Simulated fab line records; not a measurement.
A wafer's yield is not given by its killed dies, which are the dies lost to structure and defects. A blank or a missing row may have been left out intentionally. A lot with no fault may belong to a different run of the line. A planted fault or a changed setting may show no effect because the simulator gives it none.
Problem report, 8D (eight disciplines) form, completed by code -- flow nand harc -- the parts of the form that need people (team, actions taken, sign-off) are left out

1. WHAT WENT WRONG
Mean of time to endpoint s at NHARC_A_BLC_CMP_25: 57 s across 5 wafers in 2 lots; on wafers with no fault it is 30 s (standard deviation 3.6). Measured from the usual mean, that is +7.4 standard deviations.
The step: polishes, t overpolish 30 s, target thk 150 nm.
The first sign was on wafer L149.4 at day 24 20:27, on cmp-04. The record has a number at this step for 33 wafers belonging to 11 lots. Rule for "out", or "out of limits": more than 4 standard deviations from the usual mean. All remaining wafers that have a number are taken as sound.

2. WHAT IT IS; WHAT IT IS NOT
question,is,is not
which readings at this step,time to endpoint s,edge zone pressure frac
which lots,"L149, L151","L144, L145, L147, L158, L160, L163, L164, L165, L166"
which wafers of those lots,"L149.4, L149.6, L151.1, L151.4, L151.5",L149.5
read on which tools,cmp-04,"cmp-02, cmp-03"
when,from day 24 20:27,"up to then (10 sound wafers); but 18 sound wafers of L158, L160, L163, L164, L165, L166 came after"

3. SUSPECTS, AND WHAT RULES EACH OUT
Counting: if a tool at a process step up to the reading ran every lot that is out, it stays a suspect. Sound lots after the first of them don't rule it out here, since some wafers of a struck lot are sound.
- cvd w-02 at NHARC_A_BLC_CVD_24 (deposits W, target thk 150 nm, time 434 s): kept. Ran every lot that is out, first one L149 (day 24 20:08); last sound lot up to then L147 (day 23 19:16).
- cmp-04 at NHARC_A_BLC_CMP_25 (polishes, t overpolish 30 s, target thk 150 nm): kept. Ran every lot that is out, first one L149 (day 24 20:27); last sound lot up to then L145 (day 23 03:32). On those wafers its own readings are out: time to endpoint s.
- The sound lot-mates ran in chamber 1 of cvd w-02 at NHARC_A_BLC_CVD_24, but the wafers that are out ran in chamber 0.
Remaining after the count are cvd w-02 at NHARC_A_BLC_CVD_24 and cmp-04 at NHARC_A_BLC_CMP_25.

4. THE CAUSE (what the simulator had put in)
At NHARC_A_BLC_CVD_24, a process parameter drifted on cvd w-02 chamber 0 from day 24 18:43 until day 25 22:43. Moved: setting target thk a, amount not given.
2 suspects survive the count, and this tool is in that group.

5. THE EFFECT CHAIN, in route order
Each row: a reading where the mean over the struck wafers with a number is more than 3 standard deviations away from the usual. Readings are gone through only where the record gives a usual standard deviation; hours: the median, over the lots, of the time from a lot's start at the first step in this table giving one to that lot's start at this step; sigmas: the change measured in usual standard deviations.
hours,step,reading,usual,on struck wafers,change,sigmas
0,NHARC_A_BLC_CMP_25,time to endpoint s,30 s,57,+27,+7.4
It contains these process steps:
- NHARC_A_BLC_CMP_25: polishes, t overpolish 30 s, target thk 150 nm.

6. HOW IT WOULD HAVE BEEN CAUGHT EARLIER
In this record no reading fell out of limits until day 24 20:27, 2 hours after the fault had begun at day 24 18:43.
Tool readings at NHARC_A_BLC_CVD_24 with a usual standard deviation given in the record: none out on any struck wafer, hence no alarm at a limit of 4 standard deviations on them.
L151, from the lots that are out (2), started NHARC_A_BLC_CVD_24 on cvd w-02 later than day 24 20:27. Putting the tool on hold at that point would have spared it.
